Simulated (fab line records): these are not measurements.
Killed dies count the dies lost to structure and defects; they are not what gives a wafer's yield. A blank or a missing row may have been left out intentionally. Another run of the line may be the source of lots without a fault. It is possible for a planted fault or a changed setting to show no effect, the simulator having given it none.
Chamber matching | flow n5-finfet | 3 sister chambers for N5_BEOL_M3_CO_CAP_55 on cvd-co-02
The step material Co, precursor CCTBA/H2, target thk 2 nm, time 102.1 s. 48 wafers are shown with their chamber, then 12 later ones without.

== WAFERS WITH THEIR CHAMBER ==
wafer  | chamber | heater-power-w (W)
L074.2 | 1       | 235
L074.3 | 0       | 217
L074.5 | 1       | 237
L076.1 | 0       | 218
L076.2 | 2       | 254
L076.5 | 2       | 246
L075.2 | 0       | 219
L075.3 | 1       | 233
L075.4 | 1       | 231
L077.1 | 1       | 237
L077.2 | 0       | 222
L077.3 | 2       | 249
L078.2 | 1       | 233
L078.3 | 2       | 251
L078.6 | 0       | 224
L079.1 | 0       | 213
L079.4 | 0       | 217
L079.5 | 1       | 234
L080.2 | 2       | 251
L080.3 | 1       | 243
L080.6 | 0       | 218
L081.1 | 1       | 237
L081.3 | 0       | 216
L081.6 | 2       | 246
L082.2 | 1       | 229
L082.3 | 0       | 210
L082.5 | 0       | 216
L084.2 | 2       | 247
L084.3 | 1       | 230
L084.6 | 2       | 246
L086.3 | 1       | 237
L086.5 | 1       | 237
L086.6 | 0       | 215
L087.3 | 0       | 212
L087.4 | 2       | 249
L087.5 | 0       | 221
L090.3 | 1       | 238
L090.4 | 2       | 248
L090.5 | 1       | 236
L089.1 | 0       | 221
L089.2 | 2       | 248
L089.6 | 2       | 245
L092.1 | 2       | 251
L092.2 | 0       | 218
L092.5 | 1       | 230
L093.1 | 0       | 224
L093.2 | 1       | 232
L093.5 | 0       | 225

SIGNATURES (means of the wafers above)
reading        | chamber 0 | chamber 1 | chamber 2 | scatter within a chamber
heater-power-w | 218.11    | 234.65    | 248.54    | 3.64
Rule: for a wafer and a chamber, the distance is found by dividing, reading by reading, the gap between the wafer's reading and the chamber's mean by the reading's scatter, squaring, summing and taking the root. The wafer belongs to the nearest chamber; if the next one is less than 2 further off, it can't be placed. The scatter is the square root of a quotient: the sum, over the shown wafers, of each reading's squared deviation from its chamber's mean, divided by wafers minus chambers.

== WAFERS WITHOUT THEIR CHAMBER ==
wafer  | heater-power-w (W)
L094.1 | 218
L094.2 | 250
L094.4 | 232
L095.1 | 231
L095.3 | 251
L095.6 | 255
L097.1 | 251
L097.4 | 235
L097.6 | 248
L096.2 | 232
L096.5 | 216
L096.6 | 232

== EACH ONE'S CHAMBER ==
wafer  | from the rows above | in truth
L094.1 | 0                   | 0
L094.2 | 2                   | 2
L094.4 | 1                   | 1
L095.1 | 1                   | 1
L095.3 | 2                   | 2
L095.6 | 2                   | 2
L097.1 | 2                   | 2
L097.4 | 1                   | 1
L097.6 | 2                   | 2
L096.2 | 1                   | 1
L096.5 | 0                   | 0
L096.6 | 1                   | 1
Correct placement for 12 of the 12. Not placeable from these rows: 0. Number placed wrongly: 0.
